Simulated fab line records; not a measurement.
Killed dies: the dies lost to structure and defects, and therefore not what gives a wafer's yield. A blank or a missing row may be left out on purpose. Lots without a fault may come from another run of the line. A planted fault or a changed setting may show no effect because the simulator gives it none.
fab line records	flow nand_harc
record: lots: 24	wafers: 72	last_day: 33
route steps=1302 shown A_M0@1167 A_M1@1181 A_BONDPAD@1225
lots that met no fault: from a run of the same line without faults
start_h: start of the lot's first displayed wafer, in hours after the record's first day	wait_h: hours elapsed since this lot's preceding step	" the same as in the row above	L1.1+2: several wafers, shown together as one row	- value missing, or start not given	* or withheld: withheld	< > ~ a bound
route shown NAME@n: NAME is a module with steps in the file, n the number in the route of the first one	usual: average and standard deviation across the fault-free wafers	same: alike in all rows	chamber/n: place in a boat	sites: per-site readings	_std_site: standard deviation across them	_edge_site: the outer-site mean with the inner-site mean subtracted	radius_mm: for every site, how far away it sits from the centre of the wafer	mask NAME#n: copy n	behind: tool/chamber where the wafer was last shaped	hold: cause of the lot's hold/its duration in hours/its outcome	device: whichever transistor did not switch (one of n, p or np)	end of line: the route-end tests of the same wafers	for a step that has no rows: nothing shown but its recipe	killed: count of dies lost to structure and defects at first sort (not the wafer's yield)	map: a wafer's dies, marking killed ones x, the rest . and places with no die _
set.NAME: the run value of the setting; set.NAME@STEP: its run value at that earlier step	model.NAME: the simulator's own value behind a step, which no gauge read
a sample of lots followed through the steps of the route, with each step as a table and each wafer as a row
services: when a tool's chamber went out of use (start_h, in hours from the record's first day, below 0 if earlier), for how many hours, and the reason
== steps ==
step: NHARC_A_M0_PRE_CLEAN_31
recipe: time_s: 12	temp_c: 370	rf_power_w: 300	gas: NH3
usual: heater_power_w: 612/67
same: time_s: 12
lot.wafer	tool	chamber	start_h	wait_h	heater_power_w
L074.3	pecvd-04	0	522.11	0.1	590
L074.6	"	0	"	"	577
L074.4	"	2	"	"	536
L075.2	pecvd-01	1	524.11	0.1	683
L075.1	"	2	"	"	628
L075.4	"	2	"	"	612
L076.2	pecvd-04	0	540.89	0.1	563
L076.5	"	0	"	"	558
L076.4	"	1	"	"	575
L078.1	pecvd-01	0	551.49	0.1	669
L078.6	"	1	"	"	649
L078.4	"	2	"	"	606
L077.1	pecvd-01	1	551.80	0.1	603
L077.6	"	1	"	"	597
L077.5	"	0	"	"	678
L080.3	pecvd-03	1	565.28	0.1	600
L080.5	"	2	"	"	601
L080.6	"	1	"	"	594
L079.2	pecvd-01	2	566.96	0.1	598
L079.4	"	2	"	"	610
L079.6	"	0	"	"	651
L081.4	pecvd-01	1	594.34	0.1	588
L081.6	"	2	"	"	591
L081.5	"	0	"	"	729
L083.2	pecvd-04	2	607.23	0.1	512
L083.4	"	2	"	"	497
L083.6	"	1	"	"	669
L082.2	pecvd-04	0	610.72	0.1	587
L082.4	"	1	"	"	571
L082.5	"	2	"	"	558
L085.3	pecvd-01	1	621.77	0.1	584
L085.4	"	0	"	"	721
L085.6	"	2	"	"	630
L084.1	pecvd-04	2	622.87	0.1	497
L084.2	"	1	"	"	583
L084.4	"	0	"	"	590
L087.2	pecvd-01	1	642.43	0.1	630
L087.3	"	2	"	"	616
L087.6	"	2	"	"	607
L086.1	pecvd-04	0	644.19	0.1	504
L086.2	"	2	"	"	553
L086.6	"	2	"	"	546
L088.2	pecvd-01	1	656.75	0.1	666
L088.4	"	0	"	"	680
L088.5	"	1	"	"	650
L089.3	pecvd-01	0	657.44	0.1	696
L089.4	"	1	"	"	663
L089.5	"	2	"	"	593
L090.1	pecvd-01	0	695.88	0.1	742
L090.5	"	2	"	"	682
L090.6	"	0	"	"	751
L091.2	pecvd-04	1	701.28	0.1	680
L091.6	"	2	"	"	490
L091.4	"	1	"	"	684
L093.2	pecvd-03	0	707.36	0.1	691
L093.1	"	1	"	"	493
L093.4	"	2	"	"	545
L092.2	pecvd-03	1	712.17	0.1	545
L092.3	"	0	"	"	647
L092.5	"	0	"	"	650
L094.2	pecvd-01	0	715.89	0.1	744
L094.5	"	1	"	"	666
L094.6	"	0	"	"	759
L095.3	pecvd-01	0	734.15	0.1	738
L095.6	"	0	"	"	744
L095.5	"	1	"	"	584
L096.5	pecvd-04	0	744.90	0.1	578
L096.6	"	1	"	"	612
L096.4	"	2	"	"	550
L097.3	pecvd-03	2	750.43	0.1	571
L097.5	"	0	"	"	579
L097.6	"	1	"	"	506
step: NHARC_A_M1_INSPECT_11
usual: raw_defect_count: 86/43
lot.wafer	tool	chamber	start_h	wait_h	raw_defect_count
L074.3	defect_inspect-02	-	523.56	0.0	91
L074.4	"	-	"	"	77
L074.6	"	-	"	"	81
L075.1	defect_inspect-02	-	525.54	0.0	57
L075.2	"	-	"	"	57
L075.4	"	-	"	"	63
L076.2	defect_inspect-02	-	542.34	0.0	65
L076.4	"	-	"	"	58
L076.5	"	-	"	"	69
L078.1	defect_inspect-02	-	552.90	0.0	124
L078.4	"	-	"	"	126
L078.6	"	-	"	"	110
L077.1	defect_inspect-01	-	553.30	0.0	77
L077.5	"	-	"	"	60
L077.6	"	-	"	"	60
L080.3	defect_inspect-02	-	566.70	0.0	91
L080.5	"	-	"	"	107
L080.6	"	-	"	"	104
L079.2	defect_inspect-02	-	568.39	0.0	65
L079.4	"	-	"	"	72
L079.6	"	-	"	"	63
L081.4	defect_inspect-02	-	595.62	0.0	165
L081.5	"	-	"	"	150
L081.6	"	-	"	"	169
L083.2	defect_inspect-01	-	608.54	0.0	55
L083.4	"	-	"	"	32
L083.6	"	-	"	"	40
L082.2	defect_inspect-02	-	612.17	0.0	123
L082.4	"	-	"	"	93
L082.5	"	-	"	"	126
L085.3	defect_inspect-01	-	623.09	0.0	150
L085.4	"	-	"	"	161
L085.6	"	-	"	"	157
L084.1	defect_inspect-02	-	624.31	0.0	28
L084.2	"	-	"	"	39
L084.4	"	-	"	"	22
L087.2	defect_inspect-02	-	644.15	0.0	121
L087.3	"	-	"	"	127
L087.6	"	-	"	"	131
L086.1	defect_inspect-01	-	645.54	0.0	50
L086.2	"	-	"	"	31
L086.6	"	-	"	"	44
L088.2	defect_inspect-01	-	658.06	0.0	98
L088.4	"	-	"	"	110
L088.5	"	-	"	"	101
L089.3	defect_inspect-02	-	658.89	0.0	81
L089.4	"	-	"	"	70
L089.5	"	-	"	"	103
L090.1	defect_inspect-01	-	697.32	0.0	26
L090.5	"	-	"	"	22
L090.6	"	-	"	"	30
L091.2	defect_inspect-02	-	702.58	0.0	141
L091.4	"	-	"	"	161
L091.6	"	-	"	"	152
L093.1	defect_inspect-02	-	708.81	0.0	26
L093.2	"	-	"	"	24
L093.4	"	-	"	"	21
L092.2	defect_inspect-01	-	713.49	0.0	148
L092.3	"	-	"	"	145
L092.5	"	-	"	"	144
L094.2	defect_inspect-02	-	717.30	0.0	75
L094.5	"	-	"	"	78
L094.6	"	-	"	"	101
L095.3	defect_inspect-01	-	735.61	0.0	89
L095.5	"	-	"	"	91
L095.6	"	-	"	"	70
L096.4	defect_inspect-02	-	746.31	0.0	117
L096.5	"	-	"	"	120
L096.6	"	-	"	"	115
L097.3	defect_inspect-01	-	751.73	0.0	20
L097.5	"	-	"	"	25
L097.6	"	-	"	"	24
step: NHARC_A_M1_ETCH_35
recipe: target_depth_a: 400	overetch_a: 120	time_s: 43.94	ion_energy_ev: 200	n2_flow_sccm: 150	h2_flow_sccm: 150	ar_flow_sccm: 0	rf_w: 400	bias_w: 150	chemistry: N2/H2
usual: drypump_motor_current_A: 6.0/0.44	oes_product_au: 0.999/0.0085	rf_vpp_V: 431.1/2.6	showerhead_plenum_p_Torr: 2.06/0.087	throttle_valve_pct: 14.171/0.009
same: time_s: 43.94
lot.wafer	tool	chamber	start_h	wait_h	drypump_motor_current_A	oes_product_au	rf_hours_counter_h	rf_vpp_V	showerhead_plenum_p_Torr	throttle_valve_pct
L074.4	rie_diel-02	0	523.71	0.1	6.4	1.005	3.4	428.4	1.96	14.175
L074.3	"	3	"	"	5.6	0.988	3.5	432.4	2.11	14.186
L074.6	"	0	"	"	6.4	0.994	-	428.4	1.96	14.174
L075.2	rie_diel-02	2	525.68	0.1	6.4	0.999	3.5	429.8	2.01	14.170
L075.4	"	3	"	"	5.6	0.997	3.5	431.9	2.11	14.169
L075.1	"	1	"	"	6.2	1.006	3.6	434.6	2.18	14.181
L076.2	rie_diel-02	3	542.51	0.1	5.6	0.999	4.1	431.5	2.11	14.171
L076.5	"	2	"	"	6.4	1.007	-	429.1	2.01	14.176
L076.4	"	1	"	"	6.2	1.000	-	435.5	2.18	14.174
L078.4	rie_diel-02	2	553.05	0.1	6.4	0.999	4.3	428.9	2.01	14.182
L078.1	"	0	"	"	6.4	0.999	4.2	428.0	1.96	14.168
L078.6	"	1	"	"	6.2	1.003	-	435.0	2.18	14.162
L077.1	rie_diel-02	3	553.47	0.1	5.6	0.997	4.3	432.0	2.11	14.173
L077.6	"	0	"	"	6.4	1.005	-	427.0	1.96	14.173
L077.5	"	1	"	"	6.2	1.008	-	433.1	2.18	14.167
L080.3	rie_diel-04	1	566.86	0.1	5.7	0.988	1.3	431.2	2.04	14.184
L080.6	"	2	"	"	5.0	0.993	-	433.2	2.14	14.176
L080.5	"	3	"	"	6.1	1.013	-	434.2	2.19	14.171
L079.4	rie_diel-02	0	568.55	0.1	6.4	1.002	4.6	427.6	1.96	14.173
L079.2	"	1	"	"	6.2	1.002	4.8	434.0	2.18	14.158
L079.6	"	2	"	"	6.4	1.002	-	428.2	2.01	14.174
L081.4	rie_diel-06	3	595.78	0.1	5.9	0.993	5.7	426.3	1.92	14.159
L081.5	"	0	"	"	6.0	0.991	-	427.5	1.97	14.169
L081.6	"	1	"	"	5.9	0.997	-	434.3	2.14	14.178
L083.2	rie_diel-06	2	608.69	0.1	6.6	1.002	5.4	428.9	2.01	14.172
L083.4	"	3	"	"	5.9	0.982	5.9	428.5	1.92	14.156
L083.6	"	2	"	"	6.6	0.998	-	429.1	2.01	14.161
L082.4	rie_diel-04	1	612.32	0.1	5.7	1.000	5.1	430.8	2.04	14.172
L082.2	"	3	"	"	6.1	1.006	5.3	433.0	2.19	14.172
L082.5	"	0	"	"	5.4	1.000	-	432.3	2.14	14.177
L085.3	rie_diel-06	3	623.23	0.1	5.9	0.992	6.9	428.8	1.92	14.176
L085.4	"	2	"	"	6.6	1.003	6.7	428.5	2.01	14.154
L085.6	"	3	"	"	5.9	0.988	-	427.4	1.92	14.161
L084.1	rie_diel-06	3	624.46	0.1	5.9	0.981	6.9	426.0	1.92	14.180
L084.4	"	0	"	"	6.1	0.990	7.2	429.9	1.97	14.163
L084.2	"	1	"	"	5.9	0.995	7.0	435.3	2.14	14.178
L087.3	rie_diel-06	3	644.30	0.1	5.9	0.988	8.4	426.3	1.92	14.160
L087.2	"	0	"	"	6.1	0.994	8.6	428.2	1.97	14.164
L087.6	"	1	"	"	5.9	0.986	-	433.7	2.14	14.191
L086.2	rie_diel-04	1	645.69	0.1	5.7	0.997	8.8	431.1	2.04	14.189
L086.1	"	3	"	"	6.1	1.013	8.1	435.0	2.19	14.170
L086.6	"	2	"	"	5.0	0.987	-	433.1	2.13	14.175
L088.2	rie_diel-04	1	658.21	0.1	5.7	0.998	9.7	429.4	2.04	14.173
L088.4	"	3	"	"	6.1	1.012	8.9	434.6	2.19	14.187
L088.5	"	1	"	"	5.7	0.992	-	428.7	2.04	14.174
L089.3	rie_diel-04	2	659.03	0.1	5.0	0.990	9.1	434.2	2.13	14.170
L089.4	"	3	"	"	6.1	1.014	9.0	434.7	2.19	14.177
L089.5	"	2	"	"	5.0	0.990	-	434.1	2.13	14.179
L090.1	rie_diel-02	2	697.48	0.1	6.4	1.011	2.2	430.8	2.01	14.172
L090.6	"	3	"	"	5.6	1.011	-	433.5	2.11	14.181
L090.5	"	0	"	"	6.4	0.998	-	426.2	1.96	14.170
L091.4	rie_diel-06	3	702.73	0.1	5.9	1.001	1.2	426.6	1.92	14.149
L091.2	"	0	"	"	6.1	0.992	1.1	427.9	1.97	14.168
L091.6	"	3	"	"	5.9	1.006	-	426.6	1.92	14.155
L093.1	rie_diel-06	0	708.96	0.1	6.1	0.997	1.6	427.6	1.97	14.164
L093.4	"	1	"	"	5.9	1.003	1.4	434.4	2.14	14.161
L093.2	"	2	"	"	6.6	1.003	0.7	429.5	2.01	14.170
L092.2	rie_diel-02	2	713.63	0.1	6.4	1.002	2.6	429.7	2.01	14.171
L092.3	"	1	"	"	6.2	1.004	2.9	434.5	2.18	14.172
L092.5	"	2	"	"	6.4	0.997	-	429.2	2.01	14.175
L094.2	rie_diel-02	0	717.53	0.2	6.4	1.001	3.1	427.5	1.96	14.172
L094.6	"	2	"	"	6.4	0.989	-	430.2	2.01	14.163
L094.5	"	3	"	"	5.6	1.007	-	431.8	2.11	14.172
L095.3	rie_diel-02	2	735.77	0.1	6.4	0.995	3.2	428.2	2.01	14.150
L095.5	"	3	"	"	5.6	1.012	-	431.8	2.11	14.172
L095.6	"	0	"	"	6.4	0.995	-	427.5	1.96	14.187
L096.4	rie_diel-02	0	746.47	0.1	6.4	0.988	3.9	428.1	1.96	14.176
L096.6	"	2	"	"	6.4	1.001	-	428.9	2.01	14.174
L096.5	"	3	"	"	5.6	1.016	-	432.9	2.11	14.168
L097.3	rie_diel-04	1	751.88	0.1	5.7	1.010	1.1	430.7	2.03	14.178
L097.6	"	0	"	"	5.4	0.985	-	433.7	2.13	14.175
L097.5	"	1	"	"	5.7	1.006	-	431.3	2.03	14.160
step: NHARC_A_BONDPAD_DEGAS_25
recipe: temp_c: 300	time_s: 60
usual: heater_power_w: 463/42
same: time_s: 60
lot.wafer	tool	chamber	start_h	wait_h	heater_power_w
L074.4	pvd_sputter-02	-	529.30	-	522
L074.3	"	-	"	"	452
L074.6	"	-	"	"	535
L075.2	pvd_sputter-01	-	531.73	-	471
L075.4	"	-	"	"	403
L075.1	"	-	"	"	456
L076.4	pvd_sputter-01	-	548.10	-	440
L076.2	"	-	"	"	475
L076.5	"	-	"	"	476
L078.4	pvd_sputter-02	-	558.62	-	495
L078.1	"	-	"	"	443
L078.6	"	-	"	"	505
L077.1	pvd_sputter-03	-	559.23	-	427
L077.5	"	-	"	"	421
L077.6	"	-	"	"	425
L080.3	pvd_sputter-01	-	572.32	-	472
L080.5	"	-	"	"	463
L080.6	"	-	"	"	436
L079.2	pvd_sputter-02	-	574.01	-	443
L079.4	"	-	"	"	505
L079.6	"	-	"	"	501
L081.4	pvd_sputter-03	-	601.33	-	429
L081.5	"	-	"	"	428
L081.6	"	-	"	"	426
L083.2	pvd_sputter-02	-	614.27	-	449
L083.4	"	-	"	"	506
L083.6	"	-	"	"	435
L082.4	pvd_sputter-03	-	617.80	-	425
L082.2	"	-	"	"	485
L082.5	"	-	"	"	487
L085.3	pvd_sputter-02	-	628.81	-	443
L085.4	"	-	"	"	506
L085.6	"	-	"	"	493
L084.2	pvd_sputter-03	-	630.02	-	499
L084.1	"	-	"	"	423
L084.4	"	-	"	"	433
L087.3	pvd_sputter-03	-	649.93	-	423
L087.2	"	-	"	"	419
L087.6	"	-	"	"	492
L086.2	pvd_sputter-03	-	651.34	-	487
L086.1	"	-	"	"	420
L086.6	"	-	"	"	429
L088.2	pvd_sputter-01	-	663.82	-	498
L088.4	"	-	"	"	427
L088.5	"	-	"	"	412
L089.4	pvd_sputter-02	-	664.76	-	440
L089.3	"	-	"	"	544
L089.5	"	-	"	"	435
L090.1	pvd_sputter-02	-	703.06	-	437
L090.6	"	-	"	"	502
L090.5	"	-	"	"	439
L091.2	pvd_sputter-01	-	708.44	-	422
L091.4	"	-	"	"	508
L091.6	"	-	"	"	409
L093.1	pvd_sputter-01	-	714.42	-	449
L093.2	"	-	"	"	416
L093.4	"	-	"	"	482
L092.3	pvd_sputter-02	-	719.20	-	486
L092.2	"	-	"	"	436
L092.5	"	-	"	"	492
L094.2	pvd_sputter-03	-	723.09	-	535
L094.5	"	-	"	"	389
L094.6	"	-	"	"	536
L095.3	pvd_sputter-02	-	741.28	-	518
L095.6	"	-	"	"	516
L095.5	"	-	"	"	432
L096.4	pvd_sputter-01	-	752.11	-	420
L096.5	"	-	"	"	507
L096.6	"	-	"	"	424
L097.3	pvd_sputter-01	-	757.36	-	449
L097.5	"	-	"	"	411
L097.6	"	-	"	"	502
step: NHARC_A_BONDPAD_PRE_CLEAN_26
recipe: time_s: 30	temp_c: 280	gas: H2/He
usual: heater_power_w: 406/38
same: time_s: 30
lot.wafer	tool	chamber	start_h	wait_h	heater_power_w
L074.3	pvd_sputter-02	-	-	-	425
L074.4	"	-	"	"	445
L074.6	"	-	"	"	428
L075.2	pvd_sputter-01	-	-	-	404
L075.1	"	-	"	"	383
L075.4	"	-	"	"	414
L076.4	pvd_sputter-01	-	-	-	412
L076.2	"	-	"	"	404
L076.5	"	-	"	"	400
L078.4	pvd_sputter-02	-	-	-	473
L078.1	"	-	"	"	392
L078.6	"	-	"	"	437
L077.1	pvd_sputter-03	-	-	-	428
L077.6	"	-	"	"	376
L077.5	"	-	"	"	433
L080.3	pvd_sputter-01	-	-	-	382
L080.5	"	-	"	"	412
L080.6	"	-	"	"	362
L079.4	pvd_sputter-02	-	-	-	478
L079.2	"	-	"	"	444
L079.6	"	-	"	"	445
L081.4	pvd_sputter-03	-	-	-	372
L081.6	"	-	"	"	362
L081.5	"	-	"	"	386
L083.2	pvd_sputter-02	-	-	-	383
L083.4	"	-	"	"	450
L083.6	"	-	"	"	430
L082.4	pvd_sputter-03	-	-	-	377
L082.2	"	-	"	"	368
L082.5	"	-	"	"	375
L085.3	pvd_sputter-02	-	-	-	440
L085.4	"	-	"	"	437
L085.6	"	-	"	"	439
L084.2	pvd_sputter-03	-	-	-	366
L084.4	"	-	"	"	366
L084.1	"	-	"	"	369
L087.2	pvd_sputter-03	-	-	-	381
L087.3	"	-	"	"	428
L087.6	"	-	"	"	376
L086.2	pvd_sputter-03	-	-	-	378
L086.1	"	-	"	"	360
L086.6	"	-	"	"	368
L088.4	pvd_sputter-01	-	-	-	376
L088.2	"	-	"	"	396
L088.5	"	-	"	"	370
L089.4	pvd_sputter-02	-	-	-	471
L089.3	"	-	"	"	386
L089.5	"	-	"	"	451
L090.1	pvd_sputter-02	-	-	-	377
L090.6	"	-	"	"	381
L090.5	"	-	"	"	453
L091.4	pvd_sputter-01	-	-	-	377
L091.2	"	-	"	"	406
L091.6	"	-	"	"	425
L093.2	pvd_sputter-01	-	-	-	374
L093.4	"	-	"	"	394
L093.1	"	-	"	"	366
L092.3	pvd_sputter-02	-	-	-	386
L092.2	"	-	"	"	453
L092.5	"	-	"	"	460
L094.2	pvd_sputter-03	-	-	-	461
L094.5	"	-	"	"	331
L094.6	"	-	"	"	459
L095.3	pvd_sputter-02	-	-	-	383
L095.6	"	-	"	"	376
L095.5	"	-	"	"	461
L096.4	pvd_sputter-01	-	-	-	439
L096.5	"	-	"	"	399
L096.6	"	-	"	"	371
L097.3	pvd_sputter-01	-	-	-	394
L097.6	"	-	"	"	446
L097.5	"	-	"	"	365
step: NHARC_A_BONDPAD_INSPECT_23
usual: raw_defect_count: 580/160
lot.wafer	tool	chamber	start_h	wait_h	raw_defect_count
L074.3	defect_inspect-02	-	530.92	0.0	634
L074.4	"	-	"	"	551
L074.6	"	-	"	"	936
L075.1	defect_inspect-02	-	533.65	0.0	485
L075.2	"	-	"	"	568
L075.4	"	-	"	"	751
L076.2	defect_inspect-01	-	549.72	0.0	488
L076.4	"	-	"	"	403
L076.5	"	-	"	"	394
L078.1	defect_inspect-02	-	560.26	0.0	771
L078.4	"	-	"	"	599
L078.6	"	-	"	"	548
L077.1	defect_inspect-01	-	560.85	0.0	734
L077.5	"	-	"	"	516
L077.6	"	-	"	"	998
L080.3	defect_inspect-01	-	573.94	0.0	484
L080.5	"	-	"	"	607
L080.6	"	-	"	"	423
L079.2	defect_inspect-01	-	575.63	0.0	493
L079.4	"	-	"	"	723
L079.6	"	-	"	"	422
L081.4	defect_inspect-01	-	602.96	0.0	584
L081.5	"	-	"	"	625
L081.6	"	-	"	"	602
L083.2	defect_inspect-01	-	615.88	0.0	509
L083.4	"	-	"	"	440
L083.6	"	-	"	"	525
L082.2	defect_inspect-01	-	619.45	0.0	762
L082.4	"	-	"	"	520
L082.5	"	-	"	"	730
L085.3	defect_inspect-02	-	630.41	0.0	700
L085.4	"	-	"	"	607
L085.6	"	-	"	"	581
L084.1	defect_inspect-02	-	631.65	0.0	924
L084.2	"	-	"	"	562
L084.4	"	-	"	"	792
L087.2	defect_inspect-01	-	651.54	0.0	395
L087.3	"	-	"	"	409
L087.6	"	-	"	"	674
L086.1	defect_inspect-01	-	652.94	0.0	759
L086.2	"	-	"	"	456
L086.6	"	-	"	"	502
L088.2	defect_inspect-01	-	665.44	0.0	515
L088.4	"	-	"	"	487
L088.5	"	-	"	"	464
L089.3	defect_inspect-01	-	666.39	0.0	609
L089.4	"	-	"	"	542
L089.5	"	-	"	"	528
L090.1	defect_inspect-01	-	704.67	0.0	567
L090.5	"	-	"	"	610
L090.6	"	-	"	"	582
L091.2	defect_inspect-01	-	710.04	0.0	603
L091.4	"	-	"	"	458
L091.6	"	-	"	"	639
L093.1	defect_inspect-02	-	716.03	0.0	324
L093.2	"	-	"	"	402
L093.4	"	-	"	"	429
L092.2	defect_inspect-01	-	720.84	0.0	748
L092.3	"	-	"	"	557
L092.5	"	-	"	"	638
L094.2	defect_inspect-01	-	724.71	0.1	580
L094.5	"	-	"	"	404
L094.6	"	-	"	"	548
L095.3	defect_inspect-01	-	742.87	0.0	446
L095.5	"	-	"	"	446
L095.6	"	-	"	"	513
L096.4	defect_inspect-01	-	753.99	0.0	484
L096.5	"	-	"	"	372
L096.6	"	-	"	"	413
L097.3	defect_inspect-01	-	758.96	0.1	458
L097.5	"	-	"	"	750
L097.6	"	-	"	"	568
== services ==
tool	chamber	start_h	hours	kind
pecvd-01	0	525.36	4.0	repair
rie_diel-04	-	531.95	9.0	pm
pvd_sputter-03	-	532.20	10.0	pm
rie_diel-02	0	542.29	1.4	repair
rie_diel-06	2	544.64	3.0	repair
rie_diel-02	-	570.75	9.0	pm
pecvd-01	-	572.28	1.3	repair
pecvd-01	0	585.93	3.9	repair
pvd_sputter-01	-	601.29	10.0	pm
rie_diel-06	-	611.86	0.5	repair
pecvd-04	-	631.00	13.0	pm
pvd_sputter-02	-	638.02	10.0	pm
rie_diel-02	2	661.23	5.2	repair
rie_diel-06	-	661.58	9.0	pm
pecvd-01	-	673.00	13.0	pm
pecvd-04	0	674.37	6.7	repair
pvd_sputter-02	-	677.03	4.9	repair
rie_diel-06	2	684.46	6.3	repair
pvd_sputter-02	-	684.54	4.1	repair
pvd_sputter-03	-	701.98	4.9	repair
pvd_sputter-03	-	710.20	10.0	pm
pecvd-04	0	717.82	12.0	repair
pecvd-04	1	727.32	8.2	repair
rie_diel-02	-	747.75	9.0	pm
== key ==
fault none
